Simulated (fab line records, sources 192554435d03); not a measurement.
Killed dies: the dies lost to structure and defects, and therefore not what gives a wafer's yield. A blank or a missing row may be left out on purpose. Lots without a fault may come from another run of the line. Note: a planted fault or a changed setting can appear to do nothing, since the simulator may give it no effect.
Split-lot experiment	flow n5_finfet	21 wafers read across 7 lots, on a route 1938 steps long

ABOUT THE SPLIT
At N5_BEOL_M10_COAT_60 (time 60 s, resist thk 30 nm), the setting spin_rpm was moved away from the recipe's 1500 rpm on 8 of the 21 wafers read, by -7.0% to +8.7%. The other wafers ran this setting at the recipe's value.

The split's own step is where the reading is taken.

THE READING
SiARC_of_BEOL_M10_COAT_60.thk_nm (the simulator's own value, which no gauge read), in nm, at N5_BEOL_M10_COAT_60 (time 60 s, resist thk 30 nm). The file gives no usual value for it. The 13 wafers here that ran the recipe average 30.0 nm, standard deviation 0.11 nm.

wafer	tool, chamber at the split	spin_rpm as run, rpm	against the recipe	SiARC_of_BEOL_M10_COAT_60.thk_nm, nm	against lot-mates on the recipe
L074.3	litho_track-05, 0	1500	recipe	30	-
L074.6	litho_track-05, 0	1500	recipe	30	-
L074.4	litho_track-05, 0	1624	+8.3%	28.8	-1.2
L075.1	litho_track-04, 0	1500	recipe	30	-
L075.3	litho_track-04, 0	1500	recipe	30	-
L075.4	litho_track-04, 0	1500	recipe	30.2	-
L079.1	litho_track-03, 0	1500	recipe	30	-
L079.6	litho_track-03, 0	1500	recipe	30	-
L079.3	litho_track-03, 0	1621	+8.1%	28.8	-1.2
L083.2	litho_track-03, 0	1500	recipe	30	-
L083.4	litho_track-03, 0	1500	recipe	30	-
L083.6	litho_track-03, 0	1631	+8.7%	28.8	-1.2
L087.1	litho_track-05, 0	1408	-6.1%	31	+1.1
L087.4	litho_track-05, 0	1500	recipe	29.8	-
L087.6	litho_track-05, 0	1500	recipe	30	-
L090.3	litho_track-05, 0	1500	recipe	29.8	-
L090.4	litho_track-05, 0	1395	-7.0%	31	+1.2
L090.5	litho_track-05, 0	1395	-7.0%	30.8	+1.0
L091.2	litho_track-04, 0	1500	recipe	30.2	-
L091.5	litho_track-04, 0	1433	-4.5%	30.8	+0.6
L091.6	litho_track-04, 0	1433	-4.5%	30.8	+0.6

FIT RESULTS
A straight line over all 21 wafers: SiARC_of_BEOL_M10_COAT_60.thk_nm changes by -0.145 nm for each +1% of spin_rpm; r = -0.98; the points scatter about the line by 0.12 nm.
The same after taking each lot's own level away (the mean of its wafers on the recipe; 21 wafers): -0.149 nm for each +1%; r = -0.99; scatter 0.081 nm.
The reading moves by 1.3 nm for the largest change in spin_rpm, on that fit.
The lots' own levels span 29.80 to 30.20 nm, that is 3.6 times the standard deviation above.
The two slopes agree, so the slope changes little with the lot-to-lot level.
Check: -1.32 nm against its lot-mates is what the line predicts for one of the wafers moved furthest among these (+8.7%) when that wafer is left out of the fit. Against them it came out at -1.2 nm.

THESE WAFERS: OTHER SPLITS
Before the reading, these wafers also passed through other splits. Each is held against what the fit with the lots' levels taken away leaves over:
other split on the same wafers	wafers away from the commonest value	r with SiARC_of_BEOL_M10_COAT_60.thk_nm (lot level and that fit taken away)
N5_BEOL_M6_COAT_60 spin_rpm	9	-0.40
N5_BEOL_M6_ETCH_62 time_s	5	+0.10
N5_BEOL_M6_TRENCH_ETCH_37 source_w	7	-0.32
N5_BEOL_M8_ETCH_62 source_w	10	+0.25
N5_BEOL_M9_ETCH_62 source_w	6	+0.16
N5_BEOL_M9_COAT_22 spin_rpm	5	+0.10

THE FILE'S OWN FIT
SiARC_of_BEOL_M10_COAT_60.thk_nm changes by -0.149 nm for each +1% of spin_rpm, r = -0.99.
